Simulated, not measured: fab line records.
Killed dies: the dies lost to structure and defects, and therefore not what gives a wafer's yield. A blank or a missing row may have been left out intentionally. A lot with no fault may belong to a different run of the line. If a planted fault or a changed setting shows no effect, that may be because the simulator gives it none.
fab line records	flow n5-finfet	part 1 of 2: steps 1 to 15 of 24
record: lots: 5	wafers: 15	last-day: 18
route steps=1938 shown BEOL_M15@1804
lots untouched by any fault: they come from a run of this same line in which no faults occurred
start-h: start of the lot's first displayed wafer, in hours after the record's first day	wait-h: hours elapsed since this lot's preceding step	" the same as in the row above	L1.1+2: one row covering several wafers at once	- value missing, or start not given	* or withheld: withheld	< > ~ a bound
route shown NAME@n: a module of which the file shows steps, and the number in the route of the first	usual: mean/standard deviation of fault-free wafers	same: alike in all rows	chamber/n: place in a boat	sites: the reading at each site	_std_site: the values' standard deviation	_edge_site: outer sites' mean less inner sites'	radius-mm: for every site, how far away it sits from the centre of the wafer	mask NAME#n: copy n	behind: the tool/chamber that last shaped the wafer	hold: the reason the lot was held/the length of the hold in hours/how it ended	device: which transistor (n, p or np) failed to switch	end of line: at the end of the route, the tests of the same wafers	where a step has no rows: the recipe by itself	killed: count of dies lost to structure and defects at first sort (not the wafer's yield)	map: a wafer's dies, marking killed ones x, the rest . and places with no die _
set.NAME: the setting as run; set.NAME@STEP: as run at that earlier step	model.NAME: the simulator's own value behind a step, which no gauge read
lots seen at some steps along the route; tables by step, rows by wafer
services: the hour from which a tool's chamber was out of use, counted from the record's first day as start-h (under 0 if before that day), plus the number of hours and why
== steps ==
step: N5_BEOL_M15_CD_MEAS_28
recipe: target-cd-nm: 407.6	landing-energy-ev: 500	detector: se-inlens
usual: cd-nm: 407.6/1.8
lot.wafer	tool	chamber	start-h	wait-h	cd-nm
L074.1	cd-sem-02	0	276.71	-	407.6
L074.3	"	0	"	"	411.2
L074.5	"	0	"	"	408.7
L075.1	cd-sem-02	0	277.79	-	408.1
L075.3	"	0	"	"	406.7
L075.6	"	0	"	"	408.8
L080.3	cd-sem-01	0	325.99	-	405.7
L080.5	"	0	"	"	405.5
L080.6	"	0	"	"	407.7
L089.1	cd-sem-02	0	394.82	-	405.1
L089.4	"	0	"	"	403.9
L089.6	"	0	"	"	404.9
L091.1	cd-sem-01	0	408.62	-	404.0
L091.3	"	0	"	"	406.6
L091.5	"	0	"	"	403.7
step: N5_BEOL_M15_OVL_MEAS_29
recipe: points-per-wafer: 44
usual: M15_OVL: -1/4.4
lot.wafer	tool	chamber	start-h	wait-h	M15_OVL[nm]
L074.1	overlay-02	0	276.74	0.0	1
L074.3	"	0	"	"	-5
L074.5	"	0	"	"	5
L075.1	overlay-01	0	277.82	0.0	-6
L075.3	"	0	"	"	-1
L075.6	"	0	"	"	2
L080.3	overlay-02	0	326.02	0.0	-5
L080.5	"	0	"	"	-1
L080.6	"	0	"	"	3
L089.1	overlay-01	0	394.85	0.0	-2
L089.4	"	0	"	"	-5
L089.6	"	0	"	"	-2
L091.1	overlay-01	0	408.65	0.0	-6
L091.3	"	0	"	"	-4
L091.5	"	0	"	"	-4
step: N5_BEOL_M15_INSPECT_30
recipe: mode: adi	inspect-instrument: macro
usual: raw-defect-count: 2.1/1.4
lot.wafer	tool	chamber	start-h	wait-h	raw-defect-count
L074.1	defect-inspect-01	-	276.76	0.0	1
L074.3	"	-	"	"	2
L074.5	"	-	"	"	3
L075.1	defect-inspect-01	-	277.85	0.0	0
L075.3	"	-	"	"	2
L075.6	"	-	"	"	0
L080.3	defect-inspect-01	-	326.04	0.0	2
L080.5	"	-	"	"	3
L080.6	"	-	"	"	3
L089.1	defect-inspect-02	-	394.87	0.0	1
L089.4	"	-	"	"	5
L089.6	"	-	"	"	3
L091.1	defect-inspect-01	-	408.67	0.0	1
L091.3	"	-	"	"	2
L091.5	"	-	"	"	2
step: N5_BEOL_M15_DESCUM_33
recipe: chemistry: O2	time-s: 7.9	source-power-w: 50	bias-power-w: 20	pressure-mtorr: 20	rf-frequency-hz: 2.712e+07	temp-c: 40	o2-flow-sccm: 225
usual: chamber-pressure-mTorr: 20.001/0.02	drypump-motor-current-A: 5.6/0.5	oes-product-au: 0.82/0.095	rf-vpp-V: 243.5/1.4	showerhead-plenum-p-Torr: 2.11/0.075	throttle-valve-pct: 20.24/0.27
same: time-s: 7.9
lot.wafer	tool	chamber	start-h	wait-h	chamber-pressure-mTorr	drypump-motor-current-A	oes-product-au	rf-hours-counter-h	rf-vpp-V	showerhead-plenum-p-Torr	throttle-valve-pct
L074.1	rie-diel-03	0	276.80	0.0	19.990	5.1	0.69	224	244.3	2.14	20.44
L074.3	"	2	"	"	19.999	5.6	0.96	7	243.5	2.13	19.91
L074.5	"	2	"	"	19.985	5.7	0.96	-	244.7	2.13	19.92
L075.1	rie-diel-02	1	277.88	0.0	20.020	6.4	0.74	158	241.7	2.01	20.61
L075.3	"	2	"	"	19.982	5.6	0.71	220	245.2	2.17	20.35
L075.6	"	3	"	"	20.010	6.0	0.70	-	240.9	1.98	20.45
L080.3	rie-diel-05	3	326.07	0.0	20.041	5.0	0.97	8	244.7	2.14	20.16
L080.5	"	1	"	"	19.990	5.4	0.81	-	246.1	2.19	20.13
L080.6	"	2	"	"	20.008	5.5	0.91	-	245.4	2.25	20.38
L089.1	rie-diel-02	1	394.94	0.1	20.004	6.4	0.71	198	241.5	1.99	20.65
L089.4	"	2	"	"	20.018	5.6	0.68	-	245.4	2.15	20.40
L089.6	"	0	"	"	20.028	5.0	0.90	-	244.7	2.14	19.81
L091.1	rie-diel-05	1	408.77	0.1	19.967	5.4	0.79	118	244.5	2.18	20.17
L091.3	"	3	"	"	19.992	4.9	0.91	26	243.0	2.13	20.18
L091.5	"	1	"	"	19.980	5.4	0.79	-	244.5	2.18	20.17
step: N5_BEOL_M15_ETCH_61
recipe: chemistry: N2/H2	target: BARC	target-depth-a: 890	overetch-a: 267	time-s: 67.9	ion-energy-ev: 200	pressure-mtorr: 30	source-w: 840	bias-w: 150	n2-flow-sccm: 200	h2-flow-sccm: 200
usual: chamber-pressure-mTorr: 29.998/0.027	drypump-motor-current-A: 5.6/0.5	oes-product-au: 0.70/0.076	rf-vpp-V: 524.4/2.6	showerhead-plenum-p-Torr: 2.55/0.092	throttle-valve-pct: 17.63/0.24
same: time-s: 67.9
lot.wafer	tool	chamber	start-h	wait-h	chamber-pressure-mTorr	drypump-motor-current-A	oes-product-au	rf-hours-counter-h	rf-vpp-V	showerhead-plenum-p-Torr	throttle-valve-pct
L074.1	rie-diel-03	0	276.83	0.0	30.021	5.1	0.60	224	526.8	2.61	17.82
L074.3	"	2	"	"	29.990	5.7	0.81	7	526.0	2.60	17.48
L074.5	"	2	"	"	30.013	5.7	0.80	-	525.5	2.60	17.49
L075.1	rie-diel-02	1	277.92	0.0	29.992	6.5	0.64	158	521.5	2.42	17.91
L075.3	"	2	"	"	30.029	5.6	0.61	220	523.7	2.62	17.84
L075.6	"	3	"	"	29.971	6.0	0.61	-	520.9	2.39	17.74
L080.3	rie-diel-05	3	326.11	0.0	29.955	5.0	0.83	8	526.2	2.57	17.34
L080.5	"	1	"	"	30.019	5.5	0.69	-	529.3	2.67	17.54
L080.6	"	2	"	"	29.974	5.6	0.79	-	528.3	2.69	17.55
L089.1	rie-diel-02	1	394.97	0.0	29.983	6.4	0.61	198	519.8	2.41	17.99
L089.4	"	2	"	"	30.007	5.6	0.59	-	525.4	2.60	17.91
L089.6	"	0	"	"	30.016	5.0	0.76	-	525.4	2.59	17.27
L091.1	rie-diel-05	1	408.80	0.0	30.027	5.5	0.68	118	527.8	2.66	17.58
L091.3	"	3	"	"	30.001	5.0	0.78	26	526.3	2.57	17.38
L091.5	"	1	"	"	29.984	5.5	0.67	-	527.6	2.66	17.58
step: N5_BEOL_M15_TRENCH_ETCH_34
recipe: chemistry: C4F8/O2/Ar	target: SiO2	target-depth-a: 8729.3	he-inner-torr: 15	he-outer-torr: 30	time-s: 199	ion-energy-ev: 800	pressure-mtorr: 20	source-w: 1905	bias-w: 2040	Ar_flow_sccm: 400	C4F8_flow_sccm: 16	O2_flow_sccm: 12
usual: chamber-pressure-mTorr: 20.000/0.019	drypump-motor-current-A: 5.6/0.5	mfc-ar-sccm: 400.1/1.3	oes_o_777_au: 0.82/0.092	oes-product-au: 0.82/0.095	rf-vpp-V: 2246/23	showerhead-plenum-p-Torr: 3.46/0.11	throttle-valve-pct: 30.67/0.29
same: time-s: 199
lot.wafer	tool	chamber	start-h	wait-h	chamber-pressure-mTorr	drypump-motor-current-A	mfc-ar-sccm	oes_o_777_au	oes-product-au	rf-hours-counter-h	rf-vpp-V	showerhead-plenum-p-Torr	throttle-valve-pct
L074.1	rie-diel-03	0	276.88	0.0	19.960	5.1	399.2	0.70	0.71	224	2277	3.51	30.79
L074.3	"	2	"	"	20.016	5.6	399.5	0.91	0.95	7	2255	3.49	30.39
L074.5	"	2	"	"	20.015	5.6	399.9	0.91	0.95	-	2253	3.49	30.40
L075.1	rie-diel-02	1	277.97	0.0	20.012	6.5	400.9	0.74	0.73	158	2235	3.32	31.13
L075.3	"	2	"	"	20.032	5.6	400.6	0.70	0.70	221	2240	3.50	30.38
L075.6	"	3	"	"	20.012	6.0	397.8	0.71	0.70	-	2218	3.29	30.95
L080.3	rie-diel-05	3	326.16	0.0	19.966	5.0	399.5	0.93	0.95	8	2272	3.51	30.72
L080.5	"	1	"	"	19.997	5.4	399.0	0.82	0.82	-	2273	3.63	30.77
L080.6	"	2	"	"	20.051	5.6	400.9	0.94	0.93	-	2255	3.65	30.78
L089.1	rie-diel-02	1	395.02	0.0	20.005	6.5	399.8	0.71	0.72	198	2233	3.30	31.16
L089.4	"	2	"	"	20.002	5.6	400.2	0.68	0.67	-	2238	3.48	30.43
L089.6	"	0	"	"	19.979	5.0	399.2	0.92	0.91	-	2252	3.50	30.20
L091.1	rie-diel-05	1	408.85	0.0	19.981	5.4	401.7	0.79	0.79	118	2272	3.61	30.76
L091.3	"	3	"	"	20.001	4.9	398.2	0.89	0.90	26	2274	3.50	30.72
L091.5	"	1	"	"	19.993	5.4	400.0	0.80	0.80	-	2271	3.61	30.78
step: N5_BEOL_M15_STRIP_36
recipe: chemistry: O2	power-w: 600	temp-c: 60	pressure-mtorr: 30	rf-frequency-hz: 6e+07	bias-power-w: 0	overash-fraction: 0.3	o2-flow-sccm: 225
usual: chamber-pressure-mTorr: 30.00/0.059	drypump-motor-current-A: 5.6/0.45	oes-product-au: 0.84/0.097	rf-vpp-V: 3.6/0.96	showerhead-plenum-p-Torr: 2.12/0.078	throttle-valve-pct: 16.51/0.25
lot.wafer	tool	chamber	start-h	wait-h	chamber-pressure-mTorr	drypump-motor-current-A	oes-product-au	rf-hours-counter-h	rf-vpp-V	showerhead-plenum-p-Torr	throttle-valve-pct
L074.1	rie-diel-05	1	278.82	1.8	30.02	5.4	0.82	85	5.7	2.20	16.43
L074.3	"	2	"	"	29.96	5.5	0.97	14	4.1	2.26	16.51
L074.5	"	1	"	"	30.12	5.4	0.83	-	3.6	2.20	16.38
L075.1	rie-diel-02	2	279.52	1.4	29.96	5.6	0.71	221	4.3	2.17	16.65
L075.3	"	3	"	"	29.90	6.0	0.69	224	4.0	1.98	16.76
L075.6	"	1	"	"	30.01	6.5	0.74	-	2.5	2.01	16.88
L080.3	rie-diel-02	3	326.65	0.3	30.02	6.0	0.70	236	4.6	1.98	16.80
L080.5	"	0	"	"	29.94	5.0	0.92	-	3.2	2.15	16.07
L080.6	"	3	"	"	29.98	6.0	0.69	-	2.7	1.98	16.78
L089.1	rie-diel-02	0	397.74	2.5	29.84	5.0	0.90	32	3.6	2.14	16.08
L089.4	"	1	"	"	29.98	6.4	0.73	-	3.2	2.00	16.94
L089.6	"	0	"	"	30.11	5.0	0.90	-	5.1	2.14	16.09
L091.1	rie-diel-05	0	410.45	1.4	30.02	5.6	0.88	58	4.0	2.06	16.72
L091.3	"	2	"	"	30.06	5.6	0.89	47	3.6	2.25	16.59
L091.5	"	3	"	"	30.06	5.0	0.90	-	5.7	2.14	16.38
step: N5_BEOL_M15_STRIP_62
recipe: chemistry: O2	power-w: 600	temp-c: 60	pressure-mtorr: 30	rf-frequency-hz: 6e+07	bias-power-w: 0	overash-fraction: 0.3	o2-flow-sccm: 225
usual: chamber-pressure-mTorr: 30.000/0.029	drypump-motor-current-A: 5.6/0.44	oes-product-au: 0.84/0.096	rf-vpp-V: 3.7/0.47	showerhead-plenum-p-Torr: 2.12/0.078	throttle-valve-pct: 16.51/0.25
lot.wafer	tool	chamber	start-h	wait-h	chamber-pressure-mTorr	drypump-motor-current-A	oes-product-au	rf-hours-counter-h	rf-vpp-V	showerhead-plenum-p-Torr	throttle-valve-pct
L074.1	rie-diel-05	1	-	-	29.995	5.4	0.83	85	4.0	2.20	16.40
L074.3	"	2	"	"	30.016	5.6	0.97	14	3.5	2.26	16.52
L074.5	"	1	"	"	29.931	5.5	0.82	-	3.6	2.20	16.40
L075.1	rie-diel-02	2	-	-	30.030	5.6	0.71	221	3.2	2.17	16.66
L075.3	"	3	"	"	29.956	6.0	0.69	224	3.6	1.98	16.76
L075.6	"	1	"	"	30.014	6.4	0.74	-	3.2	2.01	16.84
L080.3	rie-diel-02	3	-	-	30.018	6.0	0.69	236	3.9	1.98	16.80
L080.5	"	0	"	"	29.948	5.0	0.93	-	3.3	2.15	16.06
L080.6	"	3	"	"	29.961	6.0	0.69	-	4.3	1.98	16.80
L089.1	rie-diel-02	0	-	-	29.996	5.0	0.89	32	3.4	2.14	16.09
L089.4	"	1	"	"	29.970	6.4	0.71	-	4.7	2.00	16.93
L089.6	"	0	"	"	30.005	5.0	0.90	-	3.4	2.14	16.10
L091.1	rie-diel-05	0	-	-	29.991	5.6	0.87	59	3.4	2.06	16.72
L091.3	"	2	"	"	29.988	5.6	0.89	47	3.3	2.25	16.58
L091.5	"	3	"	"	29.993	4.9	0.92	-	4.6	2.14	16.37
step: N5_BEOL_M15_STRIP_37
recipe: chemistry: O2	power-w: 600	temp-c: 60	pressure-mtorr: 30	rf-frequency-hz: 6e+07	bias-power-w: 0	overash-fraction: 0.3	o2-flow-sccm: 225
usual: chamber-pressure-mTorr: 30.00/0.048	drypump-motor-current-A: 5.6/0.44	oes-product-au: 0.84/0.095	rf-vpp-V: 3.7/0.7	showerhead-plenum-p-Torr: 2.12/0.078	throttle-valve-pct: 16.51/0.24
lot.wafer	tool	chamber	start-h	wait-h	chamber-pressure-mTorr	drypump-motor-current-A	oes-product-au	rf-hours-counter-h	rf-vpp-V	showerhead-plenum-p-Torr	throttle-valve-pct
L074.1	rie-diel-05	1	-	-	29.96	5.5	0.82	85	4.7	2.20	16.40
L074.3	"	2	"	"	30.03	5.6	0.95	14	2.9	2.26	16.52
L074.5	"	1	"	"	30.03	5.4	0.82	-	3.3	2.20	16.42
L075.1	rie-diel-02	2	-	-	30.07	5.6	0.72	221	4.6	2.17	16.64
L075.3	"	3	"	"	29.96	6.0	0.71	224	5.0	1.98	16.75
L075.6	"	1	"	"	30.01	6.4	0.74	-	4.6	2.01	16.84
L080.3	rie-diel-02	3	-	-	30.02	6.0	0.69	236	3.4	1.98	16.76
L080.5	"	0	"	"	29.99	5.0	0.93	-	5.2	2.15	16.06
L080.6	"	3	"	"	30.02	6.0	0.69	-	2.9	1.98	16.81
L089.1	rie-diel-02	0	-	-	30.01	5.0	0.90	32	4.0	2.14	16.10
L089.4	"	1	"	"	29.99	6.4	0.71	-	3.7	2.00	16.92
L089.6	"	0	"	"	30.00	5.0	0.91	-	4.0	2.14	16.11
L091.1	rie-diel-05	0	-	-	29.97	5.6	0.88	59	4.3	2.06	16.70
L091.3	"	2	"	"	30.01	5.6	0.90	47	4.3	2.25	16.57
L091.5	"	3	"	"	30.00	5.0	0.92	-	3.5	2.14	16.37
step: N5_BEOL_M15_ETCH_38
recipe: chemistry: CF4/N2	target: SiCN	target-depth-a: 1064	taper-deg: 2	time-s: 120.5	ion-energy-ev: 150	mask-material: SiO2	pressure-mtorr: 40	source-w: 430	bias-w: 70	Ar_flow_sccm: 100	cf4-flow-sccm: 60	n2-flow-sccm: 60
usual: chamber-pressure-mTorr: 39.99/0.037	drypump-motor-current-A: 5.6/0.44	mfc-ar-sccm: 100.03/0.3	oes-product-au: 0.83/0.096	rf-vpp-V: 382.9/1.9	showerhead-plenum-p-Torr: 2.23/0.077	throttle-valve-pct: 15.25/0.25
same: time-s: 120.5
lot.wafer	tool	chamber	start-h	wait-h	chamber-pressure-mTorr	drypump-motor-current-A	mfc-ar-sccm	oes-product-au	rf-hours-counter-h	rf-vpp-V	showerhead-plenum-p-Torr	throttle-valve-pct
L074.1	rie-diel-05	1	-	-	39.92	5.4	99.87	0.83	85	385.6	2.32	15.26
L074.3	"	2	"	"	40.02	5.6	99.84	0.96	14	386.9	2.35	15.15
L074.5	"	1	"	"	40.02	5.4	100.20	0.84	-	385.4	2.32	15.25
L075.1	rie-diel-02	2	-	-	40.03	5.6	100.27	0.70	221	384.3	2.26	15.33
L075.3	"	3	"	"	40.01	6.0	100.33	0.69	224	378.3	2.10	15.61
L075.6	"	1	"	"	39.95	6.4	100.16	0.74	-	381.0	2.12	15.63
L080.3	rie-diel-02	3	-	-	40.00	6.0	100.07	0.69	236	379.6	2.10	15.63
L080.5	"	0	"	"	40.09	5.0	100.10	0.95	-	383.7	2.26	14.84
L080.6	"	3	"	"	39.92	6.0	100.52	0.70	-	379.9	2.10	15.65
L089.1	rie-diel-02	0	-	-	40.01	5.0	99.65	0.91	32	384.3	2.25	14.84
L089.4	"	1	"	"	39.94	6.4	100.18	0.70	-	381.3	2.11	15.72
L089.6	"	0	"	"	39.92	5.0	99.89	0.90	-	383.4	2.25	14.86
L091.1	rie-diel-05	0	-	-	39.96	5.6	100.47	0.85	59	380.7	2.14	15.36
L091.3	"	2	"	"	39.94	5.6	100.75	0.89	47	385.9	2.33	15.22
L091.5	"	3	"	"	39.99	4.9	99.87	0.90	-	384.5	2.24	15.08
step: N5_BEOL_M15_PRECLEAN_39
recipe: chemistry: residue-remover	time-s: 60	temp-c: 40
same: time-s: 60
lot.wafer	tool	chamber	start-h	wait-h
L074.1+3+5	wet-bench-04	7,6,1	279.10	-
L075.1+3+6	wet-bench-01	5,7,6	279.80	-
L080.3+5+6	wet-bench-04	6,7,5	326.93	-
L089.1+4+6	wet-bench-01	5,0,3	398.01	-
L091.1+3+5	wet-bench-04	5,6,0	410.72	-
step: N5_BEOL_M15_SRD_40
recipe: time-s: 30	temp-c: 23	rinse-liquid: diw	dry: n2-spin	spin-rpm: 1500	dry-time-s: 30
usual: spin-rpm: 1500.0/0.79
same: time-s: 30
lot.wafer	tool	chamber	start-h	wait-h	spin-rpm
L074.1	wet-bench-04	7	279.12	0.0	1500.9
L074.3	"	6	"	"	1499.5
L074.5	"	1	"	"	1499.8
L075.1	wet-bench-01	5	279.82	0.0	1498.9
L075.3	"	7	"	"	1500.3
L075.6	"	6	"	"	1499.6
L080.3	wet-bench-04	6	326.95	0.0	1499.7
L080.5	"	7	"	"	1500.3
L080.6	"	5	"	"	1501.7
L089.1	wet-bench-01	5	398.03	0.0	1500.5
L089.4	"	0	"	"	1500.4
L089.6	"	3	"	"	1498.5
L091.1	wet-bench-04	5	410.74	0.0	1499.7
L091.3	"	6	"	"	1500.6
L091.5	"	0	"	"	1499.9
step: N5_BEOL_M15_DEGAS_41
recipe: ambient: vacuum	temp-c: 300	time-s: 60
usual: heater-power-w: 466/46	susceptor-temp-C: 299.99/0.2
same: time-s: 60
lot.wafer	tool	chamber	start-h	wait-h	heater-power-w	susceptor-temp-C
L074.1	pvd-sputter-03	-	279.62	0.5	561	299.68
L074.3	"	-	"	"	456	299.97
L074.5	"	-	"	"	417	299.88
L075.1	pvd-sputter-01	-	280.31	0.5	481	300.31
L075.3	"	-	"	"	460	299.98
L075.6	"	-	"	"	483	300.07
L080.3	pvd-sputter-01	-	327.07	0.1	400	299.70
L080.5	"	-	"	"	484	300.02
L080.6	"	-	"	"	469	299.72
L089.1	pvd-sputter-01	-	398.13	0.1	469	300.27
L089.4	"	-	"	"	473	300.02
L089.6	"	-	"	"	463	299.85
L091.1	pvd-sputter-01	-	412.97	2.2	467	300.15
L091.3	"	-	"	"	405	299.96
L091.5	"	-	"	"	480	299.84
step: N5_BEOL_M15_PRE_CLEAN_42
recipe: gas: H2/He	time-s: 30	temp-c: 300
usual: heater-power-w: 466/47	susceptor-temp-C: 300.00/0.17
same: time-s: 30
lot.wafer	tool	chamber	start-h	wait-h	heater-power-w	susceptor-temp-C
L074.1	pvd-sputter-03	-	279.66	0.0	557	299.91
L074.3	"	-	"	"	447	300.09
L074.5	"	-	"	"	408	300.00
L075.1	pvd-sputter-01	-	280.35	0.0	462	300.22
L075.3	"	-	"	"	462	299.80
L075.6	"	-	"	"	483	300.36
L080.3	pvd-sputter-01	-	327.11	0.0	396	299.76
L080.5	"	-	"	"	484	299.93
L080.6	"	-	"	"	477	299.85
L089.1	pvd-sputter-01	-	398.17	0.0	506	299.87
L089.4	"	-	"	"	448	299.86
L089.6	"	-	"	"	474	299.95
L091.1	pvd-sputter-01	-	413.01	0.0	452	300.06
L091.3	"	-	"	"	403	300.07
L091.5	"	-	"	"	476	300.35
step: N5_BEOL_M15_SPUTTER_43
recipe: material: TaN	target-thk-a: 150	temp-c: 50	bias-v: 168.6	power-w: 15000	chamber-pressure-pa: 0.12	time-s: 24.19
usual: cathode-dc-power-W: 15000/3	susceptor-temp-C: 50.01/0.1	throttle-valve-pct: 29.8/0.77
same: time-s: 24.19
lot.wafer	tool	chamber	start-h	wait-h	cathode-dc-power-W	susceptor-temp-C	throttle-valve-pct
L074.1	pvd-sputter-03	-	279.70	0.0	14999	50.07	29.7
L074.3	"	-	"	"	15000	49.95	29.2
L074.5	"	-	"	"	15000	49.91	30.7
L075.1	pvd-sputter-01	-	280.39	0.0	14999	49.83	28.4
L075.3	"	-	"	"	15001	49.96	31.3
L075.6	"	-	"	"	14999	49.98	30.2
L080.3	pvd-sputter-01	-	327.15	0.0	15000	49.92	30.3
L080.5	"	-	"	"	15000	50.14	30.0
L080.6	"	-	"	"	14999	50.34	28.1
L089.1	pvd-sputter-01	-	398.21	0.0	14997	50.11	29.8
L089.4	"	-	"	"	15000	49.98	31.2
L089.6	"	-	"	"	15001	49.93	28.4
L091.1	pvd-sputter-01	-	413.05	0.0	14997	49.98	30.9
L091.3	"	-	"	"	15001	49.88	30.0
L091.5	"	-	"	"	14998	50.10	30.1
